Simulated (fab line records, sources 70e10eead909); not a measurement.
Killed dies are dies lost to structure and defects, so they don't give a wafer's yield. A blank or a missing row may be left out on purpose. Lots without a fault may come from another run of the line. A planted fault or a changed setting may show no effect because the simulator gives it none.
Chamber matching | flow nand_harc | NHARC_A_CHANNEL_FILL_D1_ALD_16 on ald_hk-04: 4 sister chambers
The step deposits SiO2, target thk 1.5 nm, pulse time 10 s, ald cycles 15. 14 wafers are shown with their chamber, then 7 later ones without.

WAFERS WITH THEIR CHAMBER
wafer  | chamber | heater_power_w (W) | precursor_pulse_height_rel
L078.1 | 2       | 570                | 0.999
L078.2 | 1       | 464                | 1.007
L078.3 | 3       | 454                | 0.998
L082.1 | 2       | 551                | 1.008
L082.2 | 1       | 449                | 0.948
L082.3 | 3       | 427                | 0.966
L084.2 | 0       | 487                | 1.025
L084.3 | 1       | 458                | 1.012
L084.6 | 1       | 462                | 0.980
L087.1 | 1       | 460                | 1.037
L087.2 | 0       | 484                | 0.985
L087.4 | 2       | 577                | 0.979
L092.2 | 2       | 578                | 0.987
L092.3 | 1       | 471                | 0.971

SIGNATURES (means of the wafers above)
reading                    | chamber 0 | chamber 1 | chamber 2 | chamber 3 | scatter within a chamber
heater_power_w             | 485.50    | 460.67    | 569.00    | 440.50    | 10.5
precursor_pulse_height_rel | 1.00500   | 0.99250   | 0.99325   | 0.98200   | 0.0264
Rule: a wafer's distance from a chamber is the root of the sum, over the readings, of the square of ((its reading less the chamber's mean) divided by the reading's scatter). The wafer belongs to the nearest chamber; if the next one is less than 2 further off, it can't be placed. The scatter: the root of (the sum of the squares of (reading less its chamber's mean) over the shown wafers, divided by (wafers less chambers)).

WAFERS WITHOUT THEIR CHAMBER
wafer  | heater_power_w (W) | precursor_pulse_height_rel
L092.4 | 435                | 1.011
L093.1 | 457                | 0.999
L093.3 | 434                | 0.975
L093.4 | 582                | 0.996
L097.2 | 500                | 1.013
L097.3 | 435                | 0.969
L097.4 | 466                | 0.998

WHICH CHAMBER EACH WENT THROUGH
wafer  | from the rows above          | in truth
L092.4 | can't be placed: 3 or 1      | 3
L093.1 | can't be placed: 1 or 3      | 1
L093.3 | can't be placed: 3 or 1      | 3
L093.4 | 2                            | 2
L097.2 | 0                            | 0
L097.3 | can't be placed: 3 or 1      | 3
L097.4 | can't be placed: 1 or 0 or 3 | 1
Placed correctly: 2 of 7. Can't be placed from these rows: 5 (the true chamber is among the candidates in 5). Placed wrongly: 0.
